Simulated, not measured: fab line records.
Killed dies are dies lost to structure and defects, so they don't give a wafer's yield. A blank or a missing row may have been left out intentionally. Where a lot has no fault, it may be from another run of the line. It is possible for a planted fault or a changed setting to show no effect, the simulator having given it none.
A struck lot beside a sound one || flow nand-harc || 15 out of 1302 route steps
Sound: these wafers, L414.2, L414.3, L414.6. Struck: wafer L401.4 (left out: L401.6, a lot-mate that was not struck); the cause follows at the end.
Each step with rows lists, per side, the tool, then ch with its chambers, then its first start. Under that, the readings that differ: sound wafers || struck wafers || difference of the means || sigmas: that difference in standard deviations of wafers without a fault.
alike: readings with means less than 2 such deviations apart, plus words and numbers identical on both sides. not compared: withheld readings, readings lacking a value on some wafer, bounds such as >300 that could conceal the same value, and numbers that have no deviation in the record and whose values overlap.
Wherever a step has rows on one side only, a row that says differs or no value, or a row with sigmas, the two part there. Non-overlapping numbers with no deviation appear without sigmas and do not part them. A reading missing from all wafers of one side parts the sides only when that side holds two or more wafers.

first, 1 step without rows for these wafers: NHARC_P_CONTACT_DESCUM_17 (chemistry O2, time 3 s).
NHARC_P_CONTACT_ETCH_35: etches the open film in CF4, target depth 39 nm, time 65 s.
  sound on rie-diel-10 ch 0,2, day 14 15:47; struck on rie-diel-05 ch 3, day 9 00:27
{"reading": "chamber-pressure-mTorr (mTorr)", "sound": "50.05 50.01 50.02", "struck": 49.91, "difference": -0.12, "sigmas": -3}
  alike: cf4-flow-sccm, drypump-motor-current-A, oes-product-au, rf-vpp-V, showerhead-plenum-p-Torr, throttle-valve-pct
  not compared: rf-hours-counter-h
then, 3 steps without rows for these wafers: NHARC_P_CONTACT_ETCH_36 (etches the open film in N2/H2, target depth 260 nm, time 406.25 s); NHARC_P_CONTACT_ETCH_18 (etches the open film in C4F8/O2/Ar, target depth 481 nm, time 240.5 s); NHARC_P_CONTACT_STRIP_37 (strips in C4F8/O2/Ar).
NHARC_P_CONTACT_ETCH_31: etches the open film in CH3F/O2, target depth 30 nm, time 85.7 s.
  sound on rie-diel-10 ch 0,1,3; struck on rie-diel-05 ch 1
  alike: ch3f-flow-sccm, chamber-pressure-mTorr, drypump-motor-current-A, o2-flow-sccm, oes-product-au, rf-vpp-V, showerhead-plenum-p-Torr, throttle-valve-pct
  not compared: rf-hours-counter-h
NHARC_P_CONTACT_CD_MEAS_19:
  sound on cd-sem-02 at day 14 16:34; struck on cd-sem-01 at day 9 01:14
  alike: cd-nm
then, 2 steps without rows for these wafers: NHARC_P_CONTACT_STRIP_28 (strips in O2); NHARC_P_CONTACT_STRIP_29 (strips in post etch residue remover, time 1200 s).
NHARC_P_CONTACT_DEGAS_38: time 60 s.
  sound on pvd-sputter-03 at day 14 17:17; struck on pvd-sputter-01 at day 9 01:57
  alike: heater-power-w
then, 1 step without rows for these wafers: NHARC_P_CONTACT_PRE_CLEAN_39 (time 19.5 s).
NHARC_P_CONTACT_PVD_32: deposits Ti, target thk 5 nm, time 17.7 s.
  sound on pvd-sputter-03; struck on pvd-sputter-01
  alike: throttle-valve-pct
NHARC_P_CONTACT_ALD_22: deposits TiN, target thk 3 nm, pulse time 1 s, ald cycles 150.
  sound on ald-metal-02 ch 0,1,3, day 14 17:34; struck on ald-metal-04 ch 1, day 9 02:11
{"reading": "ald-cycles", "sound": "150 150 150", "struck": 73, "difference": -77, "sigmas": ""}
  alike: heater-power-w, precursor-pulse-height-rel
NHARC_P_CONTACT_CVD_23: deposits W, target thk 200 nm, time 557 s.
  sound on cvd-w-02 ch 0,1; struck on cvd-w-02 ch 1
  alike: heater-power-w, throttle-valve-pct
-- jump in the record: it breaks off in module P_CONTACT and resumes in module END (first step shown: number 1302 of the route), and 19 days separate the struck wafers' starts before and after --
NHARC_END_SORT_01:
  only the struck wafers appear in the record here, on prober-01 ch 0 at day 28 08:56; the sound ones have no rows

== WHERE THEY PART ==
Earliest at NHARC_P_CONTACT_ETCH_35; latest, in this record, at NHARC_END_SORT_01.

WHY: what the simulator had put in
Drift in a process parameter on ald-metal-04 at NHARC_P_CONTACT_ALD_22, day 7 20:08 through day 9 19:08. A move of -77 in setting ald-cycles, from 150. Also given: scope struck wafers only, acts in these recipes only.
